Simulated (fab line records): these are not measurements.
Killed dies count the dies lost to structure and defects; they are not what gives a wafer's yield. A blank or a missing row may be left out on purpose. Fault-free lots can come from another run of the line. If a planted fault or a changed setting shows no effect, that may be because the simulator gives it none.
fab line records	flow nand-harc
record: lots: 7	wafers: 21	last-day: 31
route steps=1302 shown A_SLIT@944 A_SIN_REMOVE@947 A_WL_FILL@952 A_CONTACT@983 END@1302
lots untouched by any fault: they come from a run of this same line in which no faults occurred
start-h: start of the lot's first displayed wafer, in hours after the record's first day	wait-h: time in hours since the lot's previous step	" unchanged from the row above	L1.1+2: a single row standing in for several wafers	- no value present, or no start provided	* or withheld: withheld	< > ~ a bound
route shown NAME@n: a module of which the file shows steps, and the number in the route of the first	usual: mean/standard deviation taken from wafers without a fault	same: alike in all rows	chamber/n: place in a boat	sites: per-site readings	_std_site: the standard deviation of these	_edge_site: outer sites' mean less inner sites'	radius-mm: how far each site lies from the wafer's centre	mask NAME#n: copy n	behind: tool/chamber where the wafer was last shaped	hold: reason for holding the lot/hours on hold/outcome of the hold	device: the n, p or np transistor that did not switch	end of line: the same wafers' tests at the end of the route	where a step has no rows: the recipe by itself	killed: not the wafer's yield, but the dies lost to structure and defects at the first sort	map: a wafer's dies, marking killed ones x, the rest . and places with no die _
set.NAME: the run value of the setting; set.NAME@STEP: its run value at that earlier step	model.NAME: the simulator's own value behind a step, which no gauge read
lots at selected steps of the route; one table per step, one row per wafer
services: the hour from which a tool's chamber was out of use, counted from the record's first day as start-h (under 0 if before that day), plus the number of hours and why
== steps ==
step: NHARC_A_SLIT_PRECLEAN_19
recipe: time-s: *	temp-c: 50	bath-age-min: 0	chemistry: SC1
step: NHARC_A_SLIT_SRD_20
step: NHARC_A_SLIT_CD_MEAS_21
usual: cd-nm: 290.0/1
lot.wafer	tool	chamber	start-h	wait-h	cd-nm
L175.3	cd-sem-02	-	465.36	-	289.0
L175.4	"	-	"	"	288.8
L175.6	"	-	"	"	288.0
L178.1	cd-sem-03	-	499.13	-	289.1
L178.2	"	-	"	"	290.5
L178.3	"	-	"	"	290.2
L182.1	cd-sem-01	-	527.31	-	290.3
L182.3	"	-	"	"	289.2
L182.5	"	-	"	"	290.5
L187.3	cd-sem-01	-	587.39	-	291.4
L187.4	"	-	"	"	289.3
L187.5	"	-	"	"	290.8
L188.1	cd-sem-01	-	603.18	-	290.4
L188.2	"	-	"	"	291.0
L188.4	"	-	"	"	290.1
L190.4	cd-sem-02	-	617.33	-	291.6
L190.5	"	-	"	"	291.6
L190.6	"	-	"	"	289.6
L192.2	cd-sem-01	-	627.73	-	290.1
L192.4	"	-	"	"	289.9
L192.6	"	-	"	"	289.5
step: NHARC_A_SIN_REMOVE_WET_00
recipe: temp-c: 160	time-s: 15300	chemistry: H3PO4
step: NHARC_A_SIN_REMOVE_PRECLEAN_01
recipe: time-s: *	temp-c: 50	bath-age-min: 0	chemistry: SC1
step: NHARC_A_SIN_REMOVE_SRD_02
step: NHARC_A_SIN_REMOVE_INSPECT_04
usual: raw-defect-count: 395/91
lot.wafer	tool	chamber	start-h	wait-h	raw-defect-count
L175.3	defect-inspect-02	-	472.51	0.0	443
L175.4	"	-	"	"	392
L175.6	"	-	"	"	431
L178.1	defect-inspect-02	-	505.70	0.0	299
L178.2	"	-	"	"	375
L178.3	"	-	"	"	340
L182.1	defect-inspect-01	-	532.75	0.0	236
L182.3	"	-	"	"	316
L182.5	"	-	"	"	277
L187.3	defect-inspect-02	-	594.02	0.0	406
L187.4	"	-	"	"	371
L187.5	"	-	"	"	401
L188.1	defect-inspect-01	-	609.90	0.0	405
L188.2	"	-	"	"	442
L188.4	"	-	"	"	556
L190.4	defect-inspect-01	-	623.15	0.0	333
L190.5	"	-	"	"	375
L190.6	"	-	"	"	387
L192.2	defect-inspect-01	-	634.37	0.0	347
L192.4	"	-	"	"	306
L192.6	"	-	"	"	339
step: NHARC_A_WL_FILL_ALD_00
recipe: target-thk-a: 30	pulse-time-s: 3	ald-cycles: 30	temp-c: 300	material: Al2O3
step: NHARC_A_WL_FILL_RTA_01
recipe: temp-c: 1000	time-s: 5
step: NHARC_A_WL_FILL_ALD_02
recipe: target-thk-a: 20	pulse-time-s: 3	ald-cycles: 100	temp-c: 450	material: TiN
usual: heater-power-w: 1141/110	precursor-pulse-height-rel: 1.001/0.019	susceptor-temp-C: 449.99/0.26
same: pulse-time-s: 3
lot.wafer	tool	chamber	start-h	wait-h	heater-power-w	precursor-pulse-height-rel	since-wet-clean-h	susceptor-temp-C
L175.3	ald-metal-04	2	473.06	0.1	1052	0.990	167	450.17
L175.4	"	3	"	"	1168	1.011	167	449.94
L175.6	"	2	"	"	1030	0.985	-	450.21
L178.3	ald-metal-03	1	506.26	0.1	1332	0.993	106	449.79
L178.2	"	2	"	"	1241	1.007	106	450.17
L178.1	"	3	"	"	1223	1.009	106	449.73
L182.3	ald-metal-03	1	533.50	0.2	1308	1.010	134	450.14
L182.1	"	2	"	"	1208	1.008	134	450.30
L182.5	"	1	"	"	1345	1.015	-	450.44
L187.3	ald-metal-04	2	594.57	0.1	1044	0.980	111	449.93
L187.4	"	0	"	"	1109	1.000	111	450.35
L187.5	"	2	"	"	1006	1.004	-	449.92
L188.2	ald-metal-01	0	610.49	0.2	1041	1.016	75	449.43
L188.4	"	1	"	"	1110	1.037	75	450.25
L188.1	"	2	"	"	1029	0.986	75	450.18
L190.4	ald-metal-04	1	623.86	0.1	1151	0.977	140	450.07
L190.5	"	1	"	"	1127	1.023	-	450.12
L190.6	"	2	"	"	999	0.990	-	449.45
L192.4	ald-metal-03	0	634.95	0.1	1405	1.001	57	450.14
L192.2	"	2	"	"	1182	1.018	57	449.42
L192.6	"	0	"	"	1422	1.009	-	449.62
step: NHARC_A_WL_FILL_CVD_03
recipe: target-thk-a: 400	temp-c: 300	pressure-torr: 40	wf6-flow-sccm: 40	h2-flow-sccm: 1600	ar-flow-sccm: 1560	time-s: 279	material: W
usual: heater-power-w: 467/15	susceptor-temp-C: 299.96/0.18	throttle-valve-pct: 7.9/0.43
lot.wafer	tool	chamber	start-h	wait-h	heater-power-w	since-wet-clean-h	susceptor-temp-C	throttle-valve-pct
L175.4	cvd-w-01	1	473.60	0.2	473	-	300.07	7.4
L175.3	"	0	"	"	460	-	300.09	8.4
L175.6	"	0	"	"	465	-	299.86	8.5
L178.1	cvd-w-02	0	506.70	0.1	468	44	299.70	7.1
L178.2	"	1	"	"	449	44	300.04	8.3
L178.3	"	1	"	"	461	-	300.21	7.9
L182.1	cvd-w-01	1	533.90	0.1	460	155	299.81	7.7
L182.3	"	1	"	"	474	-	300.05	7.6
L182.5	"	1	"	"	482	-	300.20	7.6
L187.3	cvd-w-02	0	595.11	0.2	472	-	-	7.7
L187.4	"	1	"	"	449	-	-	8.1
L187.5	"	0	"	"	477	-	-	7.0
L188.1	cvd-w-01	0	610.89	0.1	480	51	-	8.0
L188.2	"	1	"	"	478	51	-	7.8
L188.4	"	0	"	"	477	-	-	8.5
L190.4	cvd-w-01	1	624.40	0.2	467	-	-	7.7
L190.5	"	1	"	"	476	-	-	7.6
L190.6	"	0	"	"	499	-	-	8.3
L192.2	cvd-w-01	1	635.34	0.1	467	75	299.95	7.6
L192.4	"	0	"	"	486	-	299.54	8.3
L192.6	"	0	"	"	483	-	299.85	8.2
step: NHARC_A_WL_FILL_ETCHBACK_04
recipe: target-depth-a: 600	time-s: 120	chemistry: NF3
usual: drypump-motor-current-A: 5.8/0.49	oes-product-au: 1.000/0.013
lot.wafer	tool	chamber	start-h	wait-h	drypump-motor-current-A	oes-product-au	rf-hours-counter-h
L175.4	rie-metal-01	1	473.93	0.3	5.5	0.997	-
L175.3	"	0	"	"	5.4	1.015	-
L175.6	"	0	"	"	5.3	1.025	-
L178.2	rie-metal-01	0	507.08	0.3	5.3	1.025	1.8
L178.1	"	1	"	"	5.5	1.016	1.8
L178.3	"	0	"	"	5.3	1.017	-
L182.1	rie-metal-02	1	534.30	0.4	6.1	0.972	0.9
L182.3	"	1	"	"	6.1	0.971	-
L182.5	"	1	"	"	6.1	0.985	-
L187.3	rie-metal-02	0	595.44	0.3	6.8	1.006	-
L187.4	"	1	"	"	6.1	0.984	-
L187.5	"	1	"	"	6.1	0.999	-
L188.2	rie-metal-03	1	611.26	0.3	6.2	0.988	1.2
L188.1	"	0	"	"	5.6	0.977	1.2
L188.4	"	1	"	"	6.2	1.004	-
L190.4	rie-metal-01	0	624.76	0.3	5.3	1.010	-
L190.5	"	1	"	"	5.5	1.006	-
L190.6	"	0	"	"	5.3	1.001	-
L192.2	rie-metal-03	1	635.72	0.3	6.1	0.994	2.0
L192.4	"	0	"	"	5.6	0.975	-
L192.6	"	1	"	"	6.1	1.002	-
step: NHARC_A_WL_FILL_ETCHBACK_05
recipe: target-depth-a: 220	time-s: 60	temp-c: 40	chemistry: Cl2/BCl3
step: NHARC_A_WL_FILL_STRIP_27
recipe: power-w: 1500	temp-c: 250	time-s: 20	chemistry: N2/H2
step: NHARC_A_WL_FILL_STRIP_28
recipe: time-s: 1200	temp-c: 72.5	chemistry: post-etch-residue-remover
step: NHARC_A_WL_FILL_PRECLEAN_06
recipe: time-s: 300	chemistry: DIW
step: NHARC_A_WL_FILL_SRD_07
step: NHARC_A_WL_FILL_ANNEAL_08
recipe: temp-c: 450	time-s: 1800
step: NHARC_A_WL_FILL_ALD_10
recipe: target-thk-a: 500	pulse-time-s: 10	ald-cycles: 500	temp-c: 300	material: SiO2
step: NHARC_A_WL_FILL_ETCHBACK_16
recipe: target-depth-a: 1200	time-s: 24	c4f8-flow-sccm: withheld	o2-flow-sccm: 8	ar-flow-sccm: withheld	rf-w: 600	bias-w: 800	chemistry: C4F8/O2/Ar
step: NHARC_A_WL_FILL_STRIP_29
recipe: time-s: 20	o2-flow-sccm: 500	ar-flow-sccm: 0	bias-w: 0	chemistry: O2
usual: drypump-motor-current-A: 5.9/0.49	oes-product-au: 1.000/0.013	rf-vpp-V: 57.8/0.83	showerhead-plenum-p-Torr: 3.53/0.14	throttle-valve-pct: 17.037/0.0095
lot.wafer	tool	chamber	start-h	wait-h	drypump-motor-current-A	oes-product-au	rf-hours-counter-h	rf-vpp-V	showerhead-plenum-p-Torr	throttle-valve-pct
L175.3	rie-diel-05	3	484.06	0.1	5.6	1.038	3.4	59.2	3.65	17.038
L175.4	"	0	"	"	5.0	1.009	3.0	58.7	3.72	17.033
L175.6	"	2	"	"	5.7	1.002	-	55.7	3.41	17.042
L178.3	rie-diel-02	1	522.56	0.1	5.8	1.001	3.2	57.6	3.36	17.032
L178.2	"	2	"	"	6.3	1.005	2.9	58.0	3.35	17.039
L178.1	"	0	"	"	6.0	0.976	3.6	57.8	3.48	17.036
L182.3	rie-diel-11	0	544.59	0.1	6.7	1.007	4.8	57.8	3.64	17.030
L182.1	"	2	"	"	6.0	1.013	5.5	57.3	3.78	17.035
L182.5	"	0	"	"	6.7	1.005	-	57.2	3.64	17.045
L187.3	rie-diel-02	3	605.88	0.1	5.7	0.996	0.9	58.0	3.60	17.043
L187.4	"	0	"	"	6.0	0.993	0.9	57.9	3.48	17.034
L187.5	"	3	"	"	5.7	1.000	-	57.8	3.60	17.021
L188.2	rie-diel-05	1	624.86	0.1	6.6	1.016	0.5	57.2	3.45	17.051
L188.4	"	3	"	"	5.7	1.010	1.1	57.7	3.65	17.019
L188.1	"	0	"	"	5.0	0.992	0.9	57.5	3.72	17.022
L190.4	rie-diel-05	0	638.09	0.1	4.9	1.000	1.3	58.2	3.72	17.036
L190.6	"	0	"	"	5.0	1.003	-	58.1	3.72	17.021
L190.5	"	1	"	"	6.6	1.014	-	57.7	3.45	17.058
L192.4	rie-diel-02	0	649.21	0.1	6.0	0.981	2.1	57.1	3.48	17.036
L192.2	"	1	"	"	5.8	1.013	2.2	57.8	3.36	17.042
L192.6	"	0	"	"	6.0	0.984	-	56.8	3.48	17.055
step: NHARC_A_WL_FILL_ETCHBACK_17
recipe: target-depth-a: 40	time-s: 26.7	chemistry: Cl2/BCl3
usual: drypump-motor-current-A: 5.9/0.51	oes-product-au: 0.996/0.012
lot.wafer	tool	chamber	start-h	wait-h	drypump-motor-current-A	oes-product-au	rf-hours-counter-h
L175.4	rie-metal-01	1	484.20	-	5.5	0.994	-
L175.3	"	0	"	"	5.3	1.010	-
L175.6	"	1	"	"	5.5	0.993	-
L178.1	rie-metal-02	1	522.65	-	6.1	0.976	0.9
L178.2	"	0	"	"	6.8	0.990	0.9
L178.3	"	0	"	"	6.8	1.001	-
L182.1	rie-metal-01	0	544.69	-	5.3	1.009	2.3
L182.3	"	0	"	"	5.3	1.009	-
L182.5	"	1	"	"	5.5	1.003	-
L187.4	rie-metal-01	1	606.01	-	5.5	1.000	-
L187.3	"	0	"	"	5.3	1.001	-
L187.5	"	1	"	"	5.5	1.002	-
L188.2	rie-metal-03	1	624.94	-	6.2	1.008	1.9
L188.1	"	0	"	"	5.5	0.981	1.9
L188.4	"	0	"	"	5.5	0.983	-
L190.4	rie-metal-01	0	638.24	-	5.3	1.002	-
L190.6	"	1	"	"	5.5	0.994	-
L190.5	"	0	"	"	5.3	1.002	-
L192.2	rie-metal-01	0	649.32	-	5.4	0.987	1.2
L192.4	"	1	"	"	5.5	0.993	-
L192.6	"	1	"	"	5.5	0.998	-
step: NHARC_A_WL_FILL_PRECLEAN_18
recipe: time-s: 30	chemistry: dHF
step: NHARC_A_WL_FILL_SRD_21
step: NHARC_A_WL_FILL_CVD_23
recipe: target-thk-a: 400	temp-c: 620	pressure-mtorr: 200	time-s: 800	material: poly-Si
step: NHARC_A_WL_FILL_ETCHBACK_26
recipe: target-depth-a: 520	time-s: 13.3	hbr-flow-sccm: 150	rf-w: 350	icp-w: 350	bias-w: 60	chemistry: HBr
step: NHARC_A_WL_FILL_PRECLEAN_30
recipe: time-s: 10	chemistry: dHF
step: NHARC_A_WL_FILL_SRD_14
step: NHARC_A_WL_FILL_ALD_19
recipe: target-thk-a: 20	pulse-time-s: 3	ald-cycles: 100	temp-c: 450	material: TiN
step: NHARC_A_WL_FILL_CVD_20
recipe: target-thk-a: 1000	temp-c: 400	pressure-torr: 40	wf6-flow-sccm: 40	h2-flow-sccm: 1600	ar-flow-sccm: 1560	time-s: 74	material: W
step: NHARC_A_WL_FILL_CMP_12
recipe: t-overpolish-s: 30	target-thk-nm: 100
step: NHARC_A_WL_FILL_SRD_31
step: NHARC_A_CONTACT_DEP_24
recipe: target-thk-a: 5000	temp-c: 400	pressure-torr: 6.5	rf-w: 900	teos-flow-sccm: 161.4	flow-sccm: 2650	target-thk-nm: 500	gas: O2	material: SiO2
step: NHARC_A_CONTACT_DEP_28
recipe: target-thk-a: 70000	temp-c: 400	material: aC
usual: susceptor-temp-C: 400.02/0.21	throttle-valve-pct: 34.999/0.0094
lot.wafer	tool	chamber	start-h	wait-h	susceptor-temp-C	throttle-valve-pct
L175.3	acl-dep-01	0	498.19	7.1	400.18	34.986
L175.4	"	0	"	"	399.83	34.996
L175.6	"	0	500.34	9.2	399.97	34.997
L178.1	acl-dep-03	0	529.69	0.1	-	34.993
L178.2	"	0	"	"	-	34.985
L178.3	"	0	"	"	-	34.993
L182.1	acl-dep-02	0	553.59	1.9	400.16	35.012
L182.3	"	0	555.02	3.4	399.69	35.007
L182.5	"	0	556.45	4.8	400.21	34.989
L187.3	acl-dep-01	0	616.80	3.9	400.20	35.007
L187.4	"	0	"	"	399.76	35.009
L187.5	"	0	"	"	400.07	35.009
L188.1	acl-dep-02	0	631.92	0.1	399.96	35.000
L188.2	"	0	"	"	399.54	34.995
L188.4	"	0	634.06	2.2	400.15	35.007
L190.4	acl-dep-02	0	648.40	3.2	-	34.993
L190.5	"	0	"	"	-	34.994
L190.6	"	0	"	"	-	35.019
L192.2	acl-dep-02	0	657.14	0.8	400.23	35.018
L192.4	"	0	658.55	2.2	400.20	35.011
L192.6	"	0	659.96	3.6	400.32	34.990
step: NHARC_END_SORT_01
recipe: temp-c: 25
usual: killed-at-array: 55/17	killed-at-other: 0.9/1.2	killed-at-periphery: 3.7/2.5	killed-dies: 59/18	killed-open: 3.4/1.9	killed-short: 2.6/1.6
same: gross-dies: 677
lot.wafer	tool	chamber	start-h	wait-h	killed-at-array	killed-at-other	killed-at-periphery	killed-dies	killed-open	killed-short
L188.1	prober-01	0	704.93	2.5	128	0	4	132	2	2
L188.4	prober-01	0	707.31	3.4	140	0	3	143	6	5
L192.4	prober-02	0	733.90	3.4	124	0	5	129	2	3
L192.6	prober-02	0	735.51	4.0	134	0	2	136	3	1
L190.6	prober-01	0	743.15	4.0	138	1	4	143	2	2
killed by level:class
L188.1 A_WL_FILL:unspecified=79 A_CHANNEL_HOLE_D1:chamber-film-flake=29 A_STAIRCASE:chamber-film-flake=8 A_CONTACT:chamber-film-flake=6 P_M0:geometric-particle:open=1 A_ONON_D1:geometric-particle:short=1 A_ONON_D2:geometric-particle:open=1 A_CHANNEL_FILL_D2:geometric-particle:short=1
L188.4 A_WL_FILL:unspecified=82 A_CHANNEL_HOLE_D1:chamber-film-flake=39 A_SLIT:chamber-film-flake=3 A_CONTACT:chamber-film-flake=3 A_CHANNEL_HOLE_D1:geometric-particle:open=2 A_WL_FILL:geometric-particle:short=2 P_M0:geometric-particle:short=1 P_M0:geometric-particle:open=1
L192.4 A_WL_FILL:unspecified=76 A_CHANNEL_HOLE_D1:chamber-film-flake=31 A_SLIT:chamber-film-flake=4 A_CHANNEL_FILL_D2:geometric-particle:short=2 P_M1:chamber-film-flake=2 A_CONTACT:chamber-film-flake=2 A_CHANNEL_HOLE_D2:chamber-film-flake=2 A_BLC:chamber-film-flake=2
L192.6 A_WL_FILL:unspecified=86 A_CHANNEL_HOLE_D1:chamber-film-flake=29 A_SLIT:chamber-film-flake=5 A_CONTACT:chamber-film-flake=3 A_CHANNEL_HOLE_D2:chamber-film-flake=2 A_BLC:chamber-film-flake=2 P_M2:geometric-particle:open=1 A_SGD_CUT:geometric-particle:short=1
L190.6 A_WL_FILL:unspecified=82 A_SLIT:chamber-film-flake=39 A_CHANNEL_HOLE_D2:chamber-film-flake=5 A_WL_FILL:chamber-film-flake=4 A_CHANNEL_HOLE_D1:chamber-film-flake=3 P_GATE:chamber-film-flake=2 P_M0:geometric-particle:open=1 A_CHANNEL_HOLE_D1:geometric-particle:short=1
map L188.4 (x killed, . not)
____________x____________
_________.xxxxxx_________
_______..xxxxxxxx._______
______...xxxxxxxx..______
_____....xxxxxxxxx.._____
____.....xxxxxxxxxx..____
____.....xxxxxxxxxx..____
___.......xxxxxxxxx...___
___......x.xxxxxx.x...___
__.........xxxxx.......__
__........x.xxxx.......__
_x...x......xx.x........_
_.....x.x...xx.x........_
_........xx............._
_.....xxxx.............._
_....xxxxx.............x_
.......xxxx...........x..
x....xx.xx...............
....xxxxxx...............
....xxxxxx.............x.
....xxxxxx...............
_...x.x.x..............._
_......xx...........x..._
_......................._
_......................._
_....xx................._
__.....................__
__.................x...__
___...................___
___....x...........x..___
____.................____
____.................____
_____..............._____
______.............______
_______..........._______
_________..x.x.._________
____________.____________
map L190.6 (x killed, . not)
____________x____________
_________x.xxxxx_________
_______.x.xxxxxxxx_______
______x..xxxxxxxxx.______
_____xxxxxxxxxxxxx.._____
____x.x...xxxxxxx.x..____
____...xxxxxxxxxx....____
___...x...xxxxxxxx....___
___.x......xxxxxxx...x___
__..x..x.xxxxxxx.......__
__..xxxxx..xxxxx.......__
_..xxxx....xxx.x..x....._
_...xx.xx..............._
_..xxxxxx..............._
_.xxxxxxxx.............._
_..xxxx.x..............._
...xx............x...x.x.
.......xx................
......x..................
........................x
.........................
_......................._
_......................._
_......................x_
_...........x..........._
_......................._
__....................x__
__...................x.__
___.x.................___
___...................___
____.................____
____.................____
_____.x............._____
______.............______
_______..........._______
_________......._________
____________.____________
== services ==
tool	chamber	start-h	hours	kind
cvd-w-02	-	450.00	13.0	pm
rie-metal-02	-	454.00	9.0	pm
ald-metal-04	-	474.00	10.0	pm
rie-diel-05	1	497.95	4.8	repair
rie-metal-03	-	519.00	9.0	pm
ald-metal-03	1	540.79	5.3	repair
cvd-w-01	-	547.00	13.0	pm
rie-diel-05	0	548.11	2.9	repair
acl-dep-01	-	548.35	13.0	pm
rie-diel-02	1	550.49	4.0	repair
ald-metal-03	-	568.00	10.0	pm
cvd-w-01	1	569.89	21.2	repair
rie-diel-02	-	570.70	9.0	pm
rie-metal-01	-	575.00	9.0	pm
ald-metal-04	-	583.48	0.4	repair
rie-diel-05	-	583.60	9.0	pm
rie-diel-05	1	599.62	6.9	repair
rie-metal-01	0	599.62	1.3	repair
acl-dep-02	-	608.38	13.0	pm
cvd-w-02	-	631.00	13.0	pm
rie-metal-02	-	631.00	9.0	pm
rie-diel-02	-	635.70	0.6	repair
ald-metal-03	-	641.56	0.7	repair
ald-metal-04	-	652.00	10.0	pm
== key ==
first-sign: step: NHARC_END_SORT_01	reading: killed-at-array	direction: up	sigmas: 4.5	usual: 55	struck: 133
effect: step: NHARC_END_SORT_01	reading: killed-dies	direction: up	sigmas: 4.4	usual: 59	struck: 137
more-kills-born-at: NHARC_A_WL_FILL_CVD_03@cvd-w-01: 405
met-at NHARC_A_WL_FILL_CVD_03
struck-wafers L188.1,L188.4,L190.6,L192.4,L192.6
tester-left-out L188,L190,L192
onset-between 473.60 610.89
fault: kind: chamber-particle-source	tool: cvd-w-01	chamber: 0	onset-h: 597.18	steps: NHARC_A_WL_FILL_CVD_03	rate-per-visit-cm2: 1.5586	end-h: 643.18
tester-left-out: of these lots the tester's yield and bins aren't shown, on N5 and GAA mostly nor the transistor test; their killed dies are dies lost to structure and defects alone, not to doping, threshold or leakage, so they don't give the yield
